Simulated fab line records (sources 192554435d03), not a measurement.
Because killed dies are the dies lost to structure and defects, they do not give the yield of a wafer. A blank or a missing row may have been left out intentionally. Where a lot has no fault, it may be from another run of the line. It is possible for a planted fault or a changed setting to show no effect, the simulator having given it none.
Split-lot trial    flow n5 finfet    7 lots, 21 wafers read, on a route of 1938 steps

## SPLIT DETAILS
At N5_MOL_CONTACT_COAG_ETCH_67 (etches SOC in N2/H2, target depth 60 nm, overetch 21 nm, time 101.2 s), the setting source w was moved away from the recipe's 840 W on 8 of the 21 wafers read, by -17.8% to -6.1%. This setting was run at the recipe's value on the other wafers.

The reading comes from the split's own step.

## THE READING
rf vpp V, in V, at N5_MOL_CONTACT_COAG_ETCH_67 (etches SOC in N2/H2, target depth 60 nm, overetch 21 nm, time 101.2 s). A value of 523 V with a standard deviation of 3.2 V is what fault-free wafers of this fab line usually give.

wafer   tool, chamber at the split  source w as run, W  against the recipe  rf vpp V, V  against lot-mates on the recipe
L076.1  rie diel-06, 1              840                 recipe              523          -
L076.3  rie diel-06, 2              840                 recipe              525          -
L076.4  rie diel-06, 3              840                 recipe              518          -
L078.2  rie diel-03, 0              788.5               -6.1%               535          +15
L078.3  rie diel-03, 1              788.5               -6.1%               538          +18
L078.5  rie diel-03, 3              840                 recipe              520          -
L080.4  rie diel-02, 2              840                 recipe              525          -
L080.5  rie diel-02, 1              840                 recipe              529          -
L080.6  rie diel-02, 2              840                 recipe              525          -
L090.3  rie diel-03, 2              768.3               -8.5%               535          +16
L090.4  rie diel-03, 0              768.3               -8.5%               542          +23
L090.5  rie diel-03, 3              840                 recipe              519          -
L091.1  rie diel-06, 3              759.3               -9.6%               535          +12
L091.3  rie diel-06, 0              759.3               -9.6%               544          +21
L091.4  rie diel-06, 2              840                 recipe              523          -
L093.4  rie diel-02, 2              690.8               -17.8%              562          +36
L093.5  rie diel-02, 0              840                 recipe              525          -
L093.6  rie diel-02, 1              840                 recipe              526          -
L095.1  rie diel-06, 0              840                 recipe              525          -
L095.4  rie diel-06, 0              732.9               -12.8%              550          +26
L095.5  rie diel-06, 2              840                 recipe              523          -

THE FIT
A straight line over all 21 wafers: rf vpp V changes by -1.99 V for each +1% of source w; r = -0.96; the points scatter about the line by 3.4 V.
The same after taking each lot's own level away (the mean of its wafers on the recipe; 21 wafers): -2.05 V for each +1%; r = -0.97; scatter 3 V.
The reading moves by 36 V for the largest change in source w, on that fit.
The span of the lots' own levels, 519.0 to 526.3 V, comes to 2.3 times the standard deviation stated above.
The two slopes are in agreement: the lot-to-lot level therefore moves the slope only a little.
Check: for one of the wafers moved furthest among these (-17.8%), held out of the fit, the line's prediction against its lot-mates is +36.8 V. It came out at +36.5 V against them.
Tool readings at the split's step, against how far the setting was moved: rf vpp V r = -0.96.

## ADDITIONAL SPLITS CARRIED BY THESE WAFERS
Note: prior to the reading, these wafers also went through further splits. Each is held against what the fit with the lots' levels taken away leaves over:
other split on the same wafers  wafers away from the commonest value  r with rf vpp V (lot level and that fit taken away)
N5_HKMG_FIN_COAT_06 spin rpm    9                                     +0.30
N5_GATE_CUT_CUT_ETCH_54 icp w   5                                     -0.36
N5_GATE_CUT_ALD_22 ald cycles   8                                     -0.26

## FILE'S OWN FIT
rf vpp V changes by -2.07 V for each +1% of source w, r = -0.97.
